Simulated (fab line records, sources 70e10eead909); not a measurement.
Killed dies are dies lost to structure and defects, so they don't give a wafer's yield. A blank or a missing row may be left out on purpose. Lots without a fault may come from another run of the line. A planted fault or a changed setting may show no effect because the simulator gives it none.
A struck lot beside a sound one | flow nand_harc | 15 steps out of a route of 1159
Sound: wafers L406.1, L406.4, L406.5. Struck: wafer L401.6. (L401.1 of the same lot was not struck and is left out.) The cause comes at the end.
At each step with rows: each side's tool, then ch and its chambers, then its first start. Under that, the readings that differ: sound wafers | struck wafers | difference of the means | sigmas: that difference in standard deviations of wafers without a fault.
alike: readings whose means differ by less than 2 such deviations, and words and numbers that are the same on both sides. not compared: withheld readings, readings that some wafer has no value for, bounds like >300 that may hide the same value, and numbers for which the record gives no deviation and whose values overlap.
The two part at a step that has a row with sigmas, a row that says differs or no value, or rows on one side only. Numbers that don't overlap but have no deviation are shown without sigmas and don't part them. A reading that every wafer of one side lacks parts them only if that side has two wafers or more.

first, 1 step without rows for these wafers: NHARC_A_CHANNEL_HOLE_D1_STRIP_43 (strips in O2/COS).
NHARC_A_CHANNEL_HOLE_D1_ETCH_44: etches the open film in CF4/O2, target depth 140 nm, overetch 14 nm, time 77 s.
  sound on rie_diel-05 ch 2,3, day 12 20:58; struck on rie_diel-13 ch 3, day 12 10:17
  reading                        | sound                | struck | difference | sigmas
  chamber_pressure_mTorr (mTorr) | 30.006 30.006 30.044 | 30.089 | +0.070     | +3
  alike: bias_w, drypump_motor_current_A, oes_f_703_au, oes_product_au, rf_vpp_V, showerhead_plenum_p_Torr, throttle_valve_pct
  not compared: rf_hours_counter_h
NHARC_A_CHANNEL_HOLE_D1_STRIP_27: strips in O2.
  sound on rie_diel-05 ch 0,2,3; struck on rie_diel-13 ch 2
  reading                | sound                | struck | difference | sigmas
  throttle_valve_pct (%) | 17.049 17.039 17.049 | 17.024 | -0.022     | -3
  alike: chamber_pressure_mTorr, drypump_motor_current_A, oes_product_au, rf_vpp_V, showerhead_plenum_p_Torr
  not compared: rf_hours_counter_h
then, 2 steps without rows for these wafers: NHARC_A_CHANNEL_HOLE_D1_PRECLEAN_28 (cleans in SC1); NHARC_A_CHANNEL_HOLE_D1_SRD_29.
NHARC_A_CHANNEL_HOLE_D1_CD_MEAS_30:
  sound on cd_sem-02, day 12 21:46; struck on cd_sem-03, day 12 11:05
  alike: cd_nm
NHARC_A_CHANNEL_HOLE_D1_XSEM_31:
  sound on xsem-02 ch 0, day 12 21:52; struck on xsem-01 ch 0, day 12 11:10
  alike: bot_cd_nm, bow_nm, tilt_deg
NHARC_A_CHANNEL_HOLE_D1_INSPECT_40:
  sound on defect_inspect-01, day 12 21:58; struck on defect_inspect-01, day 12 11:16
  reading          | sound    | struck | difference | sigmas
  raw_defect_count | 72 86 77 | 40     | -38        | -2
then, 2 steps without rows for these wafers: NHARC_A_CHANNEL_FILL_D1_PRECLEAN_00 (cleans in SC1); NHARC_A_CHANNEL_FILL_D1_SRD_01.
NHARC_A_CHANNEL_FILL_D1_ALD_02: deposits SiO2, target thk 6 nm, pulse time 10 s, ald cycles 60.
  sound on ald_hk-03 ch 0,1,3, day 12 22:29; struck on ald_hk-04 ch 0, day 12 11:41
  alike: heater_power_w, precursor_pulse_height_rel
  not compared: ald_cycles
then, 1 step without rows for these wafers: NHARC_A_CHANNEL_FILL_D1_ALD_03 (deposits SiNx, target thk 6 nm, pulse time 60 s, ald cycles 58).
NHARC_A_CHANNEL_FILL_D1_ALD_14: deposits SiO2, target thk 2.5 nm, pulse time 10 s, ald cycles 25.
  sound on ald_hk-04 ch 0,1, day 13 05:22; struck on ald_hk-01 ch 3, day 12 17:57
  reading    | sound    | struck | difference | sigmas
  ald_cycles | 25 25 25 | 27     | +2         |
  alike: heater_power_w, precursor_pulse_height_rel
NHARC_A_CHANNEL_FILL_D1_ALD_15: deposits SiNx, target thk 2 nm, pulse time 60 s, ald cycles 19.
  sound on ald_sin_batch-01 ch 0; struck on ald_sin_batch-02 ch 0
  alike: precursor_pulse_height_rel
  not compared: ald_cycles
NHARC_END_SORT_01:
  the record has rows for the sound wafers here (prober-02 ch 0, day 23 21:25) and none for the struck ones

WHERE THEY PART
First at NHARC_A_CHANNEL_HOLE_D1_ETCH_44; last, within this record, at NHARC_END_SORT_01.

WHY: what the simulator had put in
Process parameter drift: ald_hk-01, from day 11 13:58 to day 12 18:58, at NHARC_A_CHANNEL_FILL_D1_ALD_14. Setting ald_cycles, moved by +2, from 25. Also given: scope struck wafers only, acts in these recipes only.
